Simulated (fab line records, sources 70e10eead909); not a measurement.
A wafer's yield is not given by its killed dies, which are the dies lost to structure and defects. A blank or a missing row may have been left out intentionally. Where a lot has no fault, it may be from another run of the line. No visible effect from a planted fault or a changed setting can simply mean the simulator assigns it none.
A lot that was struck, set against a sound lot + flow nandHarc + 37 out of 1302 route steps
Sound: wafers L563.1, L563.5, L563.6. Wafers L568.1, L568.2, L568.5 were the ones struck. The cause is given at the end.
For every step that has rows: the tool of each side, followed by ch and its chambers, followed by its first start. Under that, the readings that differ: sound wafers + struck wafers + difference of the means + sigmas: that difference in standard deviations of wafers without a fault.
alike: same words and numbers on both sides, and readings whose means sit less than 2 such deviations apart. not compared: any withheld reading, any reading some wafer has no value for, any bound like >300 that may hide the same value, and any number with overlapping values for which the record gives no deviation.
The two part at a step that has a row with sigmas, a row that says differs or no value, or rows on one side only. Non-overlapping numbers with no deviation appear without sigmas and do not part them. A reading that every wafer of one side lacks parts them only if that side has two wafers or more.

first, 10 steps without rows for these wafers: NHARC_P_CONTACT_CMP_24 (polishes, t overpolish 30 s, target thk 200 nm); NHARC_P_CONTACT_SRD_26; NHARC_P_M0_DEP_00 (deposits SiOC, target thk 150 nm); NHARC_P_M0_DEHYDRATE_01 (time 120 s); NHARC_P_M0_HMDS_02 (time 30 s); NHARC_P_M0_COAT_33 (time 65 s); NHARC_P_M0_COAT_03 (resist thk 90 nm); NHARC_P_M0_SOFTBAKE_04 (time 55 s); NHARC_P_M0_EBR_05; NHARC_P_M0_EXPOSE_06 (exposes mask P M0, target cd 90 nm).
NHARC_P_M0_PEB_07: peb time 65 s.
  sound on lithoTrack-06 ch 0, day 12 21:38; struck on lithoTrack-06 ch 0, day 14 06:29
| reading               | sound               | struck               | difference | sigmas |
|-----------------------|---------------------|----------------------|------------|--------|
| heaterPowerTotalW (W) | 155.9 156.3 157.2   | 160.7 161.0 161.2    | +4.5       | +10    |
| plateTempC (C)        | 99.89 100.09 100.10 | 102.28 102.26 102.24 | +2.23      | +17    |
then, 1 step without rows for these wafers: NHARC_P_M0_DEVELOP_08 (develop time 35 s).
NHARC_P_M0_CD_MEAS_09: target cd 90 nm.
  sound on cdSem-02 ch 0, day 12 21:43; struck on cdSem-01 ch 0
| reading   | sound          | struck         | difference | sigmas |
|-----------|----------------|----------------|------------|--------|
| cdNm (nm) | 89.9 89.4 89.8 | 97.4 97.4 97.2 | +7.6       | +13    |
  not compared: hold
NHARC_P_M0_OVL_MEAS_10: pitch 180 nm.
  struck on overlay-02, day 14 10:26; sound on overlay-02, day 12 21:48
| reading | sound | struck                                                                  | difference                   | sigmas |
|---------|-------|-------------------------------------------------------------------------|------------------------------|--------|
| hold    | - - - | awaitDispo/3.6h/release awaitDispo/3.6h/release awaitDispo/3.6h/release | no value on the sound wafers |        |
  alike: overlayXNm, overlayYNm
NHARC_P_M0_DESCUM_14: chemistry O2, time 3 s.
  sound on rieDiel-04 ch 2,3, day 12 21:55; struck on rieDiel-06 ch 0,2,3, day 14 10:32
| reading              | sound             | struck            | difference | sigmas |
|----------------------|-------------------|-------------------|------------|--------|
| model.P_M0.cdNm (nm) | 89.46 90.04 90.18 | 97.33 97.64 97.51 | +7.60      |        |
  alike: drypumpMotorCurrentA, oesProductAu, rfVppV, showerheadPlenumPTorr, throttleValvePct
  not compared: rfHoursCounterH
then, 1 step without rows for these wafers: NHARC_P_M0_ETCH_34 (etches the open film in N2/H2, target depth 40 nm, overetch 12 nm, time 43.94 s).
NHARC_P_M0_ETCH_15: etches the open film in C4F8/Ar, target depth 150 nm, overetch 15 nm, time 82.5 s.
  sound on rieDiel-04 ch 0,1; struck on rieDiel-06 ch 2,3
| reading              | sound             | struck            | difference | sigmas |
|----------------------|-------------------|-------------------|------------|--------|
| model.P_M0.cdNm (nm) | 89.62 89.87 89.93 | 97.34 97.81 97.54 | +7.76      |        |
  alike: biasW, oesProductAu, rfVppV
  not compared: rfHoursCounterH
NHARC_P_M0_CD_MEAS_16:
  struck on cdSem-03, day 14 12:30; sound on cdSem-01, day 12 22:15
| reading   | sound          | struck         | difference | sigmas |
|-----------|----------------|----------------|------------|--------|
| cdNm (nm) | 89.5 89.6 89.9 | 97.1 97.7 97.5 | +7.8       | +10    |
  not compared: hold
then, 17 steps without rows for these wafers: NHARC_P_M0_STRIP_19 (strips in post etch residue remover, time 600 s); NHARC_P_M0_DEGAS_28 (time 60 s); NHARC_P_M0_PRE_CLEAN_29 (time 30 s); NHARC_P_M0_PVD_20 (deposits TaN, target thk 5 nm, time 8.06 s); NHARC_P_M0_PVD_21 (deposits Cu, target thk 30 nm, time 20.49 s); NHARC_P_M0_ECD_22 (material Cu, target thk 400 nm); NHARC_P_M0_ANNEAL_30 (time 90 s); NHARC_P_M0_CMP_23 (polishes, t overpolish 20 s, target thk 117.54 nm); NHARC_P_M0_SRD_25; NHARC_P_M0_PRE_CLEAN_31 (time 12 s); NHARC_P_M0_DEP_32 (deposits SiCN, target thk 30 nm); NHARC_P_M1_DEP_00 (deposits SiOC, target thk 182.5 nm); NHARC_P_M1_DEHYDRATE_01 (time 120 s); NHARC_P_M1_HMDS_02 (time 30 s); NHARC_P_M1_COAT_34 (time 65 s); NHARC_P_M1_COAT_03 (resist thk 90 nm); NHARC_P_M1_SOFTBAKE_04 (time 55 s).
NHARC_P_M1_DESCUM_14: chemistry O2, time 3 s.
  sound on rieDiel-12 ch 0,3, day 13 02:07; struck on rieDiel-12 ch 1,2, day 14 18:25
| reading              | sound             | struck            | difference | sigmas |
|----------------------|-------------------|-------------------|------------|--------|
| model.P_M1.cdNm (nm) | 130.8 130.7 130.9 | 129.6 130.2 129.9 | -0.9       |        |
  alike: drypumpMotorCurrentA, oesProductAu, rfVppV, showerheadPlenumPTorr, throttleValvePct
  not compared: rfHoursCounterH
-- break in the record here, with 17 days between the starts of the struck wafers on either side (left off in module P_M1, picked up again in module END, where the first step shown is number 1302 on the route) --
NHARC_END_SORT_01:
  only the struck wafers appear in the record here, on prober-01 ch 0 at day 32 05:35; the sound ones have no rows

WHERE THEY PART
Earliest at NHARC_P_M0_PEB_07; latest, in this record, at NHARC_END_SORT_01.

WHY: whatever the simulator had introduced
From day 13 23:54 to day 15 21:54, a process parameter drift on lithoTrack-06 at NHARC_P_M0_PEB_07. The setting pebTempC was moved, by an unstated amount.
